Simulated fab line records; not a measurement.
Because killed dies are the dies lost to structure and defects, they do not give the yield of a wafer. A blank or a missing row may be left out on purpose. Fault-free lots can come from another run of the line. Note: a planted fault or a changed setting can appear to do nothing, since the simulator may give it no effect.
Matching of chambers :: flow n5Finfet :: rieDiel-05 running N5_BEOL_M0_SAQP_ETCH_88: 4 sister chambers
The step etches underlayer in N2/H2, target depth 6.5 nm, time 5.2 s. 8 wafers are shown with their chamber, then 7 later ones without.

## WAFERS PAIRED WITH THEIR CHAMBERS
wafer: L077.1
chamber: 0
showerheadPlenumPTorr (Torr): 2.51
drypumpMotorCurrentA (A): 5.6

wafer: L084.5
chamber: 2
showerheadPlenumPTorr (Torr): 2.39
drypumpMotorCurrentA (A): 5.6

wafer: L084.6
chamber: 1
showerheadPlenumPTorr (Torr): 2.69
drypumpMotorCurrentA (A): 5.5

wafer: L089.2
chamber: 2
showerheadPlenumPTorr (Torr): 2.38
drypumpMotorCurrentA (A): 5.6

wafer: L089.3
chamber: 3
showerheadPlenumPTorr (Torr): 2.59
drypumpMotorCurrentA (A): 5.0

wafer: L089.5
chamber: 3
showerheadPlenumPTorr (Torr): 2.59
drypumpMotorCurrentA (A): 5.0

wafer: L090.4
chamber: 1
showerheadPlenumPTorr (Torr): 2.68
drypumpMotorCurrentA (A): 5.4

wafer: L090.5
chamber: 0
showerheadPlenumPTorr (Torr): 2.50
drypumpMotorCurrentA (A): 5.6

## WAFERS WITHOUT THEIR CHAMBER
wafer: L090.6
showerheadPlenumPTorr (Torr): 2.59
drypumpMotorCurrentA (A): 5.0

wafer: L094.1
showerheadPlenumPTorr (Torr): 2.58
drypumpMotorCurrentA (A): 5.0

wafer: L094.2
showerheadPlenumPTorr (Torr): 2.50
drypumpMotorCurrentA (A): 5.6

wafer: L094.6
showerheadPlenumPTorr (Torr): 2.68
drypumpMotorCurrentA (A): 5.4

wafer: L096.1
showerheadPlenumPTorr (Torr): 2.68
drypumpMotorCurrentA (A): 5.4

wafer: L096.2
showerheadPlenumPTorr (Torr): 2.70
drypumpMotorCurrentA (A): 5.6

wafer: L096.4
showerheadPlenumPTorr (Torr): 2.50
drypumpMotorCurrentA (A): 5.6

## THE CHAMBER EACH PASSED THROUGH
wafer: L090.6
from the rows above: 3
in truth: 3

wafer: L094.1
from the rows above: 3
in truth: 3

wafer: L094.2
from the rows above: 0
in truth: 0

wafer: L094.6
from the rows above: 1
in truth: 1

wafer: L096.1
from the rows above: 1
in truth: 1

wafer: L096.2
from the rows above: 1
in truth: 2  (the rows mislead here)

wafer: L096.4
from the rows above: 0
in truth: 0
Correct placement for 6 of the 7. Left unplaced by these rows: 0. 1 placed wrongly.
How it was worked out, from the rows above alone: a wafer's distance from a chamber is the root of the sum, over the readings, of the square of ((its reading less the chamber's mean) divided by the reading's scatter). The wafer belongs to the nearest chamber; if the next one is less than 2 further off, it can't be placed. Each chamber's mean is taken over the wafers shown for it. The scatter: take each reading less its chamber's mean, square it, sum over the shown wafers, divide by the number of wafers less the number of chambers, and take the root.
